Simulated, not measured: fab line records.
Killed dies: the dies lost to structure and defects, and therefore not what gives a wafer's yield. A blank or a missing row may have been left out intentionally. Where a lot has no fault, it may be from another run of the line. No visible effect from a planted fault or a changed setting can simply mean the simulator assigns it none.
fab line records	flow n5_finfet
[record] lots = 9	wafers = 27	last_day = 18
route steps=1938 shown BEOL_M0_SAQP@670 BEOL_M0_CUTY@711 BEOL_M4@1111
lots that met no fault: taken from a fault-free run of the same line
start_h: hours from the record's opening day to when the first of the lot's shown wafers began	wait_h: hours elapsed since this lot's preceding step	" the same as in the row above	L1.1+2: a single row standing in for several wafers	- no value, or no start given	* or withheld: withheld	< > ~ a bound
route shown NAME@n: NAME is a module with steps in the file, n the number in the route of the first one	usual: average and standard deviation across the fault-free wafers	same: alike in all rows	chamber/n: place in a boat	sites: per-site readings	_std_site: their standard deviation	_edge_site: the outer-site mean with the inner-site mean subtracted	radius_mm: for every site, how far away it sits from the centre of the wafer	mask NAME#n: copy n	behind: the last tool/chamber to shape the wafer	hold: reason for holding the lot/hours on hold/outcome of the hold	device: whichever transistor did not switch (one of n, p or np)	end of line: at the end of the route, the tests of the same wafers	a step with no rows: only its recipe	killed: dies lost to structure and defects at the first sort, not the wafer's yield	map: shows each die of a wafer: x if killed, . if not, _ if none is there
set.NAME: the setting the step ran with; set.NAME@STEP: the setting that earlier step ran with	model.NAME: the simulator's own value behind a step, which no gauge read
a sample of lots followed through the steps of the route, with each step as a table and each wafer as a row
services: when a tool's chamber went out of use (start_h, in hours from the record's first day, below 0 if earlier), for how many hours, and the reason
[[steps]]
[step N5_BEOL_M0_SAQP_RECESS_104]
[recipe] chemistry = HF/NH3	target = SiO2	target_depth_a = 180	afs_cycles = 3	temp_c = 30	sublimation_temp_c = 180	sublimation_time_s = 60
[usual] drypump_motor_current_A = 5.5/0.59
[same] afs_cycles = 3
lot.wafer	tool	chamber	start_h	wait_h	drypump_motor_current_A
L275.1	vapor_etch-02	0	108.23	0.1	5.3
L275.4	"	1	"	"	4.7
L275.5	"	1	"	"	4.7
L276.2	vapor_etch-02	0	112.40	0.1	5.3
L276.4	"	1	"	"	4.7
L276.6	"	1	"	"	4.7
L277.1	vapor_etch-01	1	122.19	0.1	5.6
L277.2	"	0	"	"	6.3
L277.4	"	0	"	"	6.3
L280.3	vapor_etch-01	1	142.83	0.2	5.6
L280.4	"	0	"	"	6.3
L280.6	"	0	"	"	6.3
L288.1	vapor_etch-02	0	191.32	0.1	5.4
L288.3	"	0	"	"	5.3
L288.6	"	1	"	"	4.7
L290.1	vapor_etch-01	1	202.03	0.1	5.6
L290.5	"	0	"	"	6.3
L290.6	"	1	"	"	5.6
L291.1	vapor_etch-02	1	206.74	0.1	4.7
L291.3	"	1	"	"	4.7
L291.4	"	0	"	"	5.3
L297.1	vapor_etch-01	0	248.94	0.1	6.3
L297.4	"	1	"	"	5.6
L297.5	"	0	"	"	6.3
L298.1	vapor_etch-02	0	259.46	0.1	5.4
L298.3	"	0	"	"	5.4
L298.5	"	0	"	"	5.4
[step N5_BEOL_M0_SAQP_ETCH_88]
[recipe] chemistry = N2/H2	target = underlayer	target_depth_a = 65	time_s = 5.2	ion_energy_ev = 200	mask_material = CAR-EUV	pressure_mtorr = 30	source_w = 840	bias_w = 150	n2_flow_sccm = 200	h2_flow_sccm = 200	ends = cleared
[usual] drypump_motor_current_A = 5.8/0.4	etch_rf_on_time_s = 5.20/0.1	oes_product_au = 0.66/0.073	rf_vpp_V = 522.8/2.8	showerhead_plenum_p_Torr = 2.50/0.09	throttle_valve_pct = 17.79/0.29
lot.wafer	tool	chamber	start_h	wait_h	drypump_motor_current_A	etch_rf_on_time_s	oes_product_au	rf_hours_counter_h	rf_vpp_V	showerhead_plenum_p_Torr	throttle_valve_pct
L275.1	rie_diel-04	1	110.72	0.0	6.1	5.23	0.66	137	527.7	2.66	17.74
L275.4	"	2	"	"	5.7	5.34	0.57	228	521.4	2.50	18.03
L275.5	"	2	"	"	5.7	5.30	0.58	-	520.0	2.50	18.05
L276.2	rie_diel-03	3	114.70	0.0	6.2	5.18	0.69	87	521.9	2.46	17.79
L276.4	"	0	"	"	6.1	5.19	0.65	159	519.6	2.43	17.83
L276.6	"	2	"	"	6.2	5.23	0.63	-	521.3	2.45	17.92
L277.1	rie_diel-02	3	124.78	0.0	6.3	5.36	0.59	240	526.3	2.62	17.81
L277.2	"	0	"	"	5.7	5.33	0.64	126	523.2	2.55	18.06
L277.4	"	2	"	"	5.2	5.23	0.58	244	522.1	2.49	17.67
L280.3	rie_diel-02	1	145.78	0.0	5.7	5.03	0.67	124	519.4	2.35	17.41
L280.4	"	1	"	"	5.7	5.15	0.66	-	520.6	2.35	17.37
L280.6	"	3	"	"	6.3	5.31	0.58	-	526.4	2.61	17.83
L288.1	rie_diel-02	2	193.41	0.0	5.2	3.69	0.97	5	522.2	2.49	17.27
L288.3	"	3	"	"	6.3	3.87	0.98	1	524.4	2.61	17.43
L288.6	"	0	"	"	5.7	3.91	0.75	-	523.5	2.54	18.13
L290.1	rie_diel-02	1	204.29	0.0	5.7	3.76	0.78	145	518.7	2.34	17.42
L290.5	"	1	"	"	5.7	3.81	0.77	-	518.4	2.34	17.42
L290.6	"	0	"	"	5.7	3.92	0.74	-	524.7	2.54	18.15
L291.1	rie_diel-03	3	209.91	0.0	6.2	5.22	0.67	114	521.0	2.45	17.85
L291.3	"	1	"	"	4.7	5.00	0.85	5	526.0	2.59	17.51
L291.4	"	0	"	"	6.1	5.24	0.65	188	519.9	2.42	17.86
L297.1	rie_diel-04	0	251.28	0.0	5.6	5.17	0.58	225	522.9	2.51	18.19
L297.4	"	3	"	"	5.9	5.20	0.61	-	522.6	2.50	18.13
L297.5	"	1	"	"	6.1	5.22	0.63	-	526.4	2.64	17.85
L298.1	rie_diel-03	0	262.51	0.0	6.1	5.30	0.63	202	523.1	2.41	17.91
L298.3	"	2	"	"	6.2	5.23	0.61	191	521.1	2.43	18.01
L298.5	"	3	"	"	6.2	5.23	0.66	-	523.2	2.45	17.89
[step N5_BEOL_M0_CUTY_DESCUM_61]
[recipe] chemistry = O2	time_s = 7.9	source_power_w = 50	bias_power_w = 20	pressure_mtorr = 20	rf_frequency_hz = 2.712e+07	temp_c = 40	resist = CAR-ArF-block	o2_flow_sccm = 225
[usual] drypump_motor_current_A = 5.6/0.42	o2_flow_sccm = 225.1/0.61	oes_product_au = 0.81/0.079	rf_vpp_V = 243.2/1.4	showerhead_plenum_p_Torr = 2.10/0.077	throttle_valve_pct = 20.42/0.25
lot.wafer	tool	chamber	start_h	wait_h	drypump_motor_current_A	o2_flow_sccm	oes_product_au	rf_hours_counter_h	rf_vpp_V	showerhead_plenum_p_Torr	throttle_valve_pct
L275.1	rie_diel-01	3	111.95	0.0	5.4	226.0	0.83	74	242.3	2.03	20.01
L275.4	"	0	"	"	6.2	224.9	0.71	202	242.9	2.08	20.79
L275.5	"	3	"	"	5.4	225.1	0.83	-	242.2	2.03	20.03
L276.2	rie_diel-06	2	116.61	0.2	5.8	226.1	0.72	193	243.2	2.08	20.63
L276.4	"	0	"	"	4.8	225.3	0.87	44	244.8	2.22	20.56
L276.6	"	2	"	"	5.8	223.9	0.72	-	244.5	2.08	20.63
L277.1	rie_diel-01	2	126.01	0.0	5.3	225.7	0.79	98	242.0	2.03	20.27
L277.2	"	1	"	"	5.7	224.7	0.70	207	241.9	2.07	20.52
L277.4	"	0	"	"	6.2	224.9	0.72	207	242.3	2.07	20.78
L280.3	rie_diel-01	2	147.19	0.0	5.3	224.2	0.79	105	242.5	2.03	20.29
L280.4	"	1	"	"	5.6	226.1	0.70	214	243.9	2.07	20.54
L280.6	"	2	"	"	5.3	225.2	0.79	-	242.1	2.03	20.28
L288.1	rie_diel-05	2	194.77	0.0	5.6	225.5	0.85	74	242.9	2.02	20.57
L288.3	"	0	"	"	5.5	224.7	0.87	43	242.5	2.04	20.14
L288.6	"	0	"	"	5.5	225.4	0.86	-	243.1	2.04	20.14
L290.1	rie_diel-05	2	205.65	0.0	5.6	225.2	0.85	78	242.5	2.02	20.58
L290.5	"	3	"	"	4.9	226.1	0.87	-	246.2	2.22	20.24
L290.6	"	2	"	"	5.7	225.3	0.85	-	242.4	2.02	20.57
L291.1	rie_diel-05	2	211.26	0.0	5.6	225.5	0.85	80	241.2	2.02	20.57
L291.3	"	0	"	"	5.5	224.7	0.85	49	242.7	2.03	20.15
L291.4	"	1	"	"	6.1	225.9	0.88	30	242.7	2.14	20.16
L297.1	rie_diel-06	1	253.47	0.9	6.2	224.3	0.83	69	244.4	2.22	20.58
L297.4	"	1	"	"	6.3	225.6	0.83	-	244.8	2.22	20.58
L297.5	"	3	"	"	5.7	225.5	0.96	-	243.0	2.15	20.53
L298.1	rie_diel-05	3	263.96	0.0	5.0	224.4	0.85	57	244.1	2.21	20.28
L298.3	"	0	"	"	5.5	225.4	0.84	67	243.4	2.03	20.17
L298.5	"	2	"	"	5.6	224.6	0.83	-	242.2	2.01	20.60
[step N5_BEOL_M0_CUTY_ETCH_62]
[recipe] chemistry = CF4	target = SiARC	mask_material = CAR-ArF-block	time_s = 58.5	ion_energy_ev = 80	pressure_mtorr = 40	source_w = 545	bias_w = 36	Ar_flow_sccm = 100	cf4_flow_sccm = 100	ends = cleared
[usual] drypump_motor_current_A = 5.6/0.42	etch_rf_on_time_s = 58.2/0.88	oes_product_au = 0.69/0.068	rf_vpp_V = 184.0/1.2	showerhead_plenum_p_Torr = 2.15/0.072	throttle_valve_pct = 15.60/0.26
lot.wafer	tool	chamber	start_h	wait_h	drypump_motor_current_A	etch_rf_on_time_s	oes_product_au	rf_hours_counter_h	rf_vpp_V	showerhead_plenum_p_Torr	throttle_valve_pct
L275.1	rie_diel-01	3	111.99	0.0	5.3	58.4	0.71	74	181.9	2.08	15.17
L275.4	"	0	"	"	6.2	59.1	0.61	202	185.1	2.13	16.00
L275.5	"	3	"	"	5.4	58.5	0.71	-	181.4	2.08	15.18
L276.2	rie_diel-06	2	116.64	0.0	5.8	58.2	0.63	193	183.4	2.13	15.83
L276.4	"	0	"	"	4.8	57.6	0.74	44	186.1	2.26	15.65
L276.6	"	2	"	"	5.8	58.6	0.62	-	184.0	2.13	15.82
L277.1	rie_diel-01	2	126.05	0.0	5.3	58.1	0.68	98	183.5	2.08	15.39
L277.2	"	1	"	"	5.6	59.1	0.60	207	183.2	2.13	15.78
L277.4	"	0	"	"	6.2	59.4	0.60	207	182.7	2.13	16.01
L280.3	rie_diel-01	2	147.23	0.0	5.2	57.9	0.67	105	183.2	2.07	15.41
L280.4	"	1	"	"	5.6	59.2	0.60	214	185.7	2.13	15.80
L280.6	"	2	"	"	5.3	58.3	0.67	-	184.3	2.07	15.39
L288.1	rie_diel-05	2	194.81	0.0	5.7	56.3	0.74	74	183.5	2.08	15.80
L288.3	"	0	"	"	5.5	58.0	0.73	43	183.1	2.10	15.36
L288.6	"	0	"	"	5.5	58.5	0.74	-	183.2	2.10	15.35
L290.1	rie_diel-05	2	205.68	0.0	5.7	57.2	0.73	78	182.2	2.08	15.79
L290.5	"	3	"	"	4.9	58.1	0.74	-	185.4	2.27	15.42
L290.6	"	2	"	"	5.6	57.3	0.73	-	182.2	2.08	15.79
L291.1	rie_diel-05	2	211.30	0.0	5.6	56.6	0.73	80	182.5	2.08	15.79
L291.3	"	0	"	"	5.5	58.1	0.73	49	184.2	2.10	15.37
L291.4	"	1	"	"	6.1	57.4	0.77	30	184.3	2.18	15.28
L297.1	rie_diel-06	1	253.52	0.0	6.2	58.3	0.71	69	185.7	2.26	15.67
L297.4	"	1	"	"	6.2	58.7	0.71	-	184.6	2.26	15.66
L297.5	"	3	"	"	5.7	57.4	0.82	-	185.4	2.20	15.60
L298.1	rie_diel-05	3	264.00	0.0	4.9	57.9	0.72	57	185.3	2.26	15.50
L298.3	"	0	"	"	5.5	58.9	0.70	67	183.2	2.09	15.41
L298.5	"	2	"	"	5.6	56.6	0.72	-	182.7	2.07	15.82
[step N5_BEOL_M4_RC_MEAS_101]
[usual] DIBL_N = 35.7/1.3	DIBL_P = 35.4/1.8	IOFF_N = 0.152/0.027	IOFF_P = 0.20/0.034	ION_N = 672/9.8	ION_P = 461/7.5	SS_N = 71.4/0.55	SS_P = 73.1/0.61	VT_N = 251/3.3	VT_P = -251/3.6
lot.wafer	tool	chamber	start_h	wait_h	DIBL_N[mV/V]	DIBL_P[mV/V]	IOFF_N[nA/um]	IOFF_P[nA/um]	ION_N[uA/um]	ION_P[uA/um]	SS_N[mV/dec]	SS_P[mV/dec]	VT_N[mV]	VT_P[mV]
L275.1	prober-02	0	162.74	0.0	37.2	39.2	0.199	0.27	681	469	72.2	74.2	247	-244
L275.4	"	0	"	"	35.0	38.2	0.160	0.24	672	465	71.1	73.9	248	-246
L275.5	"	0	"	"	35.2	36.6	0.161	0.22	684	467	71.0	73.7	248	-247
L276.2	prober-01	0	167.97	0.2	34.0	32.5	0.114	0.16	661	457	70.3	72.7	255	-255
L276.4	"	0	"	"	35.2	34.1	0.133	0.18	670	464	70.6	73.5	253	-251
L276.6	"	0	"	"	34.4	34.2	0.126	0.18	659	452	71.3	73.0	255	-250
L277.1	prober-01	0	179.12	0.0	38.6	38.5	0.217	0.30	674	468	72.4	74.4	248	-244
L277.2	"	0	"	"	34.7	32.9	0.139	0.21	671	463	71.0	72.9	251	-249
L277.4	"	0	"	"	34.8	34.2	0.144	0.22	673	460	71.6	73.5	251	-248
L280.3	prober-02	0	194.45	0.3	35.6	36.1	0.174	0.24	679	472	71.7	73.4	247	-243
L280.4	"	0	"	"	38.0	39.5	0.237	0.32	694	484	72.4	73.6	243	-242
L280.6	"	0	"	"	37.0	37.8	0.203	0.27	691	481	71.8	73.5	243	-243
L288.1	prober-02	0	241.33	0.2	34.1	33.8	0.115	0.16	656	450	71.3	72.5	254	-253
L288.3	"	0	"	"	35.7	35.6	0.138	0.18	673	454	72.0	72.6	254	-255
L288.6	"	0	"	"	36.3	36.0	0.146	0.19	661	452	71.7	73.2	253	-254
L290.1	prober-01	0	256.09	0.0	35.6	34.7	0.137	0.17	675	451	71.7	73.1	254	-254
L290.5	"	0	"	"	35.8	35.1	0.145	0.18	665	456	71.5	73.2	253	-256
L290.6	"	0	"	"	37.4	37.0	0.172	0.21	670	454	71.8	73.4	250	-251
L291.1	prober-01	0	261.82	0.0	35.0	34.7	0.129	0.19	657	458	71.1	73.4	253	-250
L291.3	"	0	"	"	34.2	32.8	0.116	0.16	658	456	71.4	72.4	257	-252
L291.4	"	0	"	"	34.6	33.7	0.115	0.17	653	453	70.1	72.1	256	-250
L297.1	prober-01	0	308.16	0.0	34.3	34.6	0.123	0.18	663	458	71.2	72.0	253	-252
L297.4	"	0	"	"	36.4	36.6	0.150	0.20	673	464	71.5	73.5	250	-250
L297.5	"	0	"	"	35.3	35.2	0.124	0.17	667	456	71.2	72.7	253	-251
L298.1	prober-02	0	318.48	0.0	34.8	33.5	0.121	0.19	674	459	70.5	73.0	254	-252
L298.3	"	0	"	"	33.8	32.4	0.104	0.17	653	457	70.8	72.3	259	-253
L298.5	"	0	"	"	35.4	34.7	0.132	0.20	668	467	71.3	73.0	252	-249
[[services]]
tool	chamber	start_h	hours	kind
vapor_etch-01	-	101.95	0.1	repair
rie_diel-05	1	106.24	-	clean
rie_diel-05	1	106.24	-	consumable_replace:focus_ring
rie_diel-05	1	106.24	21.1	scheduled_down
rie_diel-05	1	106.24	21.1	vent_cycle
rie_diel-02	1	128.59	14.5	repair
rie_diel-02	2	143.09	-	clean
rie_diel-06	0	149.96	9.6	repair
rie_diel-06	-	186.01	2.8	pm
vapor_etch-02	-	188.38	2.7	repair
rie_diel-06	2	193.07	5.0	repair
vapor_etch-02	-	214.92	0.8	repair
rie_diel-01	0	246.77	-	clean
rie_diel-01	0	246.77	-	consumable_replace:focus_ring
rie_diel-01	0	246.77	17.1	scheduled_down
rie_diel-01	0	246.77	17.1	vent_cycle
rie_diel-06	0	248.46	12.2	repair
rie_diel-04	2	250.08	2.5	repair
rie_diel-06	2	253.30	11.7	repair
rie_diel-04	3	257.50	8.1	repair
rie_diel-01	1	263.83	-	clean
rie_diel-01	1	263.83	-	consumable_replace:focus_ring
rie_diel-01	1	263.83	23.1	scheduled_down
rie_diel-01	1	263.83	23.1	vent_cycle
[[key]]
[first_sign] step = N5_BEOL_M0_SAQP_ETCH_88	reading = etch_rf_on_time_s	direction = down	sigmas = 13	usual = *	struck = *
[effect] step = N5_BEOL_M0_SAQP_ETCH_88	reading = oes_product_au	direction = up	sigmas = 2.4	usual = 0.66	struck = 0.83	wafers_moved = 2
met_at N5_BEOL_M0_SAQP_ETCH_88
struck_lots L288,L290
not_acting_at N5_BEOL_M0_SAQP_RECESS_104,N5_BEOL_M0_CUTY_DESCUM_61,N5_BEOL_M0_CUTY_ETCH_62
onset_between 145.78 193.41
[fault] kind = process_parameter_drift	tool = rie_diel-02	chamber = -	onset_h = 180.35	steps = N5_BEOL_M0_SAQP_ETCH_88	channel = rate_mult	offset = 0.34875	shape = step	end_h = 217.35
